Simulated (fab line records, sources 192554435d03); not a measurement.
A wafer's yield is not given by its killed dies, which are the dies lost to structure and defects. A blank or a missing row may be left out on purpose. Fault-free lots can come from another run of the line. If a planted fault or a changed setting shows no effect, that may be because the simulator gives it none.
Matching of chambers ; flow n5-finfet ; 4 sister chambers for N5_MOL_CONTACT_COAG_ALD_123 on ald-sin-01
The step deposits SiNx, target thk 5 nm, pulse time 1 s, purge time 2 s. 8 wafers are shown with their chamber, then 8 later ones without.

WAFERS WITH THEIR CHAMBER
wafer;chamber;heater-power-w (W);precursor-pulse-height-rel
L075.1;1;746;1.014
L079.5;3;826;1.033
L082.3;1;784;1.026
L083.1;3;862;0.969
L083.6;2;972;0.999
L089.1;2;970;0.984
L089.6;0;868;0.999
L090.1;0;888;0.985

WAFERS WHOSE CHAMBER IS MISSING
wafer;heater-power-w (W);precursor-pulse-height-rel
L090.2;755;1.010
L090.5;851;1.033
L091.3;862;0.999
L091.4;854;1.015
L091.6;845;0.980
L097.3;893;1.035
L097.4;885;1.032
L097.6;784;0.984

EACH ONE'S CHAMBER
wafer;from the rows above;in truth
L090.2;1;1
L090.5;can't be placed: 3 or 0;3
L091.3;can't be placed: 0 or 3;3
L091.4;can't be placed: 3 or 0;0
L091.6;can't be placed: 3 or 0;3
L097.3;can't be placed: 0 or 3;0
L097.4;can't be placed: 0 or 3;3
L097.6;can't be placed: 1 or 3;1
1 of 8 placed correctly. Not placeable from these rows: 7 (in 7, the candidates include the true chamber). Wrongly placed: 0.
How it was worked out, from the rows above alone: a wafer's distance from a chamber is the root of the sum, over the readings, of the square of ((its reading less the chamber's mean) divided by the reading's scatter). If the next closest chamber is less than 2 further off than the closest, the wafer can't be placed; otherwise it belongs to the closest. Each chamber's mean is taken over the wafers shown for it. The scatter: the root of (the sum of the squares of (reading less its chamber's mean) over the shown wafers, divided by (wafers less chambers)).
